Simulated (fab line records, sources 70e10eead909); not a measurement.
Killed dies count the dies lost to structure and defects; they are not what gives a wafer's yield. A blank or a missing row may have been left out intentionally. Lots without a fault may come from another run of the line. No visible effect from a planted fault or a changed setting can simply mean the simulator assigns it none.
Chamber matching :: flow nand-harc :: rie-diel-13 running NHARC_P_GATE_DESCUM_61: 4 sister chambers
The step chemistry O2, time 3 s. 24 wafers are shown with their chamber, then 12 later ones without.

WAFERS PAIRED WITH THEIR CHAMBERS
wafer: L076.4
chamber: 0
drypump-motor-current-A (A): 5.6
showerhead-plenum-p-Torr (Torr): 1.93
oes-product-au (a.u.): 1.003

wafer: L076.5
chamber: 2
drypump-motor-current-A (A): 6.1
showerhead-plenum-p-Torr (Torr): 1.98
oes-product-au (a.u.): 1.017

wafer: L076.6
chamber: 3
drypump-motor-current-A (A): 5.1
showerhead-plenum-p-Torr (Torr): 1.88
oes-product-au (a.u.): 1.008

wafer: L075.1
chamber: 2
drypump-motor-current-A (A): 6.1
showerhead-plenum-p-Torr (Torr): 1.98
oes-product-au (a.u.): 1.008

wafer: L075.2
chamber: 1
drypump-motor-current-A (A): 6.1
showerhead-plenum-p-Torr (Torr): 1.91
oes-product-au (a.u.): 0.984

wafer: L075.6
chamber: 1
drypump-motor-current-A (A): 6.1
showerhead-plenum-p-Torr (Torr): 1.91
oes-product-au (a.u.): 0.996

wafer: L077.1
chamber: 0
drypump-motor-current-A (A): 5.6
showerhead-plenum-p-Torr (Torr): 1.93
oes-product-au (a.u.): 1.005

wafer: L077.3
chamber: 2
drypump-motor-current-A (A): 6.2
showerhead-plenum-p-Torr (Torr): 1.98
oes-product-au (a.u.): 1.020

wafer: L077.5
chamber: 0
drypump-motor-current-A (A): 5.6
showerhead-plenum-p-Torr (Torr): 1.93
oes-product-au (a.u.): 1.014

wafer: L080.4
chamber: 2
drypump-motor-current-A (A): 6.1
showerhead-plenum-p-Torr (Torr): 1.98
oes-product-au (a.u.): 1.006

wafer: L080.5
chamber: 0
drypump-motor-current-A (A): 5.6
showerhead-plenum-p-Torr (Torr): 1.93
oes-product-au (a.u.): 1.012

wafer: L080.6
chamber: 1
drypump-motor-current-A (A): 6.1
showerhead-plenum-p-Torr (Torr): 1.91
oes-product-au (a.u.): 0.986

wafer: L083.1
chamber: 0
drypump-motor-current-A (A): 5.5
showerhead-plenum-p-Torr (Torr): 1.93
oes-product-au (a.u.): 1.009

wafer: L083.2
chamber: 3
drypump-motor-current-A (A): 5.1
showerhead-plenum-p-Torr (Torr): 1.88
oes-product-au (a.u.): 1.004

wafer: L083.3
chamber: 1
drypump-motor-current-A (A): 6.1
showerhead-plenum-p-Torr (Torr): 1.91
oes-product-au (a.u.): 0.987

wafer: L088.1
chamber: 3
drypump-motor-current-A (A): 5.1
showerhead-plenum-p-Torr (Torr): 1.88
oes-product-au (a.u.): 1.001

wafer: L088.5
chamber: 0
drypump-motor-current-A (A): 5.6
showerhead-plenum-p-Torr (Torr): 1.93
oes-product-au (a.u.): 1.027

wafer: L088.6
chamber: 3
drypump-motor-current-A (A): 5.1
showerhead-plenum-p-Torr (Torr): 1.88
oes-product-au (a.u.): 1.015

wafer: L089.1
chamber: 2
drypump-motor-current-A (A): 6.1
showerhead-plenum-p-Torr (Torr): 1.97
oes-product-au (a.u.): 1.019

wafer: L089.4
chamber: 0
drypump-motor-current-A (A): 5.6
showerhead-plenum-p-Torr (Torr): 1.93
oes-product-au (a.u.): 1.021

wafer: L089.5
chamber: 1
drypump-motor-current-A (A): 6.1
showerhead-plenum-p-Torr (Torr): 1.90
oes-product-au (a.u.): 0.981

wafer: L090.1
chamber: 1
drypump-motor-current-A (A): 6.1
showerhead-plenum-p-Torr (Torr): 1.90
oes-product-au (a.u.): 0.983

wafer: L090.5
chamber: 3
drypump-motor-current-A (A): 5.1
showerhead-plenum-p-Torr (Torr): 1.88
oes-product-au (a.u.): 1.003

wafer: L090.6
chamber: 2
drypump-motor-current-A (A): 6.1
showerhead-plenum-p-Torr (Torr): 1.97
oes-product-au (a.u.): 1.014

SIGNATURES (means of the wafers above)
reading: drypump-motor-current-A
chamber 0: 5.586
chamber 1: 6.100
chamber 2: 6.117
chamber 3: 5.100
scatter within a chamber: 0.0291

reading: showerhead-plenum-p-Torr
chamber 0: 1.9300
chamber 1: 1.9067
chamber 2: 1.9767
chamber 3: 1.8800
scatter within a chamber: 0.00365

reading: oes-product-au
chamber 0: 1.01300
chamber 1: 0.98617
chamber 2: 1.01400
chamber 3: 1.00620
scatter within a chamber: 0.00661
Rule: a wafer's distance from a chamber is the root of the sum, over the readings, of the square of ((its reading less the chamber's mean) divided by the reading's scatter). The wafer belongs to the nearest chamber; if the next one is less than 2 further off, it can't be placed. The scatter: take each reading less its chamber's mean, square it, sum over the shown wafers, divide by the number of wafers less the number of chambers, and take the root.

WAFERS WITH NO CHAMBER GIVEN
wafer: L091.1
drypump-motor-current-A (A): 6.1
showerhead-plenum-p-Torr (Torr): 1.90
oes-product-au (a.u.): 0.986

wafer: L091.4
drypump-motor-current-A (A): 6.1
showerhead-plenum-p-Torr (Torr): 1.97
oes-product-au (a.u.): 1.011

wafer: L091.5
drypump-motor-current-A (A): 5.6
showerhead-plenum-p-Torr (Torr): 1.93
oes-product-au (a.u.): 1.013

wafer: L092.1
drypump-motor-current-A (A): 5.1
showerhead-plenum-p-Torr (Torr): 1.88
oes-product-au (a.u.): 1.000

wafer: L092.3
drypump-motor-current-A (A): 5.6
showerhead-plenum-p-Torr (Torr): 1.93
oes-product-au (a.u.): 0.999

wafer: L092.5
drypump-motor-current-A (A): 6.1
showerhead-plenum-p-Torr (Torr): 1.90
oes-product-au (a.u.): 0.991

wafer: L093.2
drypump-motor-current-A (A): 5.6
showerhead-plenum-p-Torr (Torr): 1.93
oes-product-au (a.u.): 1.008

wafer: L093.3
drypump-motor-current-A (A): 5.1
showerhead-plenum-p-Torr (Torr): 1.88
oes-product-au (a.u.): 0.999

wafer: L093.6
drypump-motor-current-A (A): 6.1
showerhead-plenum-p-Torr (Torr): 1.97
oes-product-au (a.u.): 1.010

wafer: L095.1
drypump-motor-current-A (A): 5.1
showerhead-plenum-p-Torr (Torr): 1.88
oes-product-au (a.u.): 0.995

wafer: L095.4
drypump-motor-current-A (A): 6.1
showerhead-plenum-p-Torr (Torr): 1.90
oes-product-au (a.u.): 0.992

wafer: L095.5
drypump-motor-current-A (A): 5.6
showerhead-plenum-p-Torr (Torr): 1.93
oes-product-au (a.u.): 1.015

WHICH CHAMBER EACH WENT THROUGH
wafer: L091.1
from the rows above: 1
in truth: 1

wafer: L091.4
from the rows above: 2
in truth: 2

wafer: L091.5
from the rows above: 0
in truth: 0

wafer: L092.1
from the rows above: 3
in truth: 3

wafer: L092.3
from the rows above: 0
in truth: 0

wafer: L092.5
from the rows above: 1
in truth: 1

wafer: L093.2
from the rows above: 0
in truth: 0

wafer: L093.3
from the rows above: 3
in truth: 3

wafer: L093.6
from the rows above: 2
in truth: 2

wafer: L095.1
from the rows above: 3
in truth: 3

wafer: L095.4
from the rows above: 1
in truth: 1

wafer: L095.5
from the rows above: 0
in truth: 0
Correctly placed: 12 of 12. Number that these rows cannot place: 0. Number placed wrongly: 0.
